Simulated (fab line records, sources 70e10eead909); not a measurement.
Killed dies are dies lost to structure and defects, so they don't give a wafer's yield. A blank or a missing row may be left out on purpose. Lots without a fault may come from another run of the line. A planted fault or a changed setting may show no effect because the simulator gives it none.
Chamber matching | flow nand_harc | NHARC_P_M2_DESCUM_14 on rie_diel-03: 4 sister chambers
The step chemistry O2, time 3 s. 8 wafers are shown with their chamber, then 12 later ones without.

WAFERS WITH THEIR CHAMBER
wafer  | chamber | drypump_motor_current_A (A) | oes_product_au (a.u.)
L083.6 | 0       | 5.92                        | 0.990
L086.6 | 1       | 5.65                        | 0.993
L090.1 | 2       | 5.40                        | 1.000
L090.2 | 3       | 5.52                        | 1.007
L090.5 | 0       | 5.92                        | 0.999
L091.1 | 2       | 5.39                        | 1.006
L091.3 | 3       | 5.56                        | 0.999
L091.4 | 1       | 5.66                        | 1.001

WAFERS WITHOUT THEIR CHAMBER
wafer  | drypump_motor_current_A (A) | oes_product_au (a.u.)
L092.2 | 5.66                        | 0.996
L092.5 | 5.96                        | 0.991
L092.6 | 5.67                        | 1.003
L093.1 | 5.67                        | 0.994
L093.2 | 5.56                        | 1.000
L093.5 | 5.42                        | 0.992
L095.1 | 5.70                        | 1.009
L095.2 | 5.55                        | 0.996
L095.6 | 5.54                        | 1.003
L096.2 | 5.39                        | 0.993
L096.5 | 5.40                        | 1.002
L096.6 | 5.68                        | 1.004

WHICH CHAMBER EACH WENT THROUGH
wafer  | from the rows above | in truth
L092.2 | 1                   | 1
L092.5 | 0                   | 0
L092.6 | 1                   | 1
L093.1 | 1                   | 1
L093.2 | 3                   | 3
L093.5 | 2                   | 2
L095.1 | 1                   | 1
L095.2 | 3                   | 3
L095.6 | 3                   | 3
L096.2 | 2                   | 2
L096.5 | 2                   | 2
L096.6 | 1                   | 1
Placed correctly: 12 of 12. Can't be placed from these rows: 0. Placed wrongly: 0.
How it was worked out, from the rows above alone: a wafer's distance from a chamber is the root of the sum, over the readings, of the square of ((its reading less the chamber's mean) divided by the reading's scatter). The wafer belongs to the nearest chamber; if the next one is less than 2 further off, it can't be placed. A chamber's mean is the mean of its shown wafers. The scatter: the root of (the sum of the squares of (reading less its chamber's mean) over the shown wafers, divided by (wafers less chambers)).
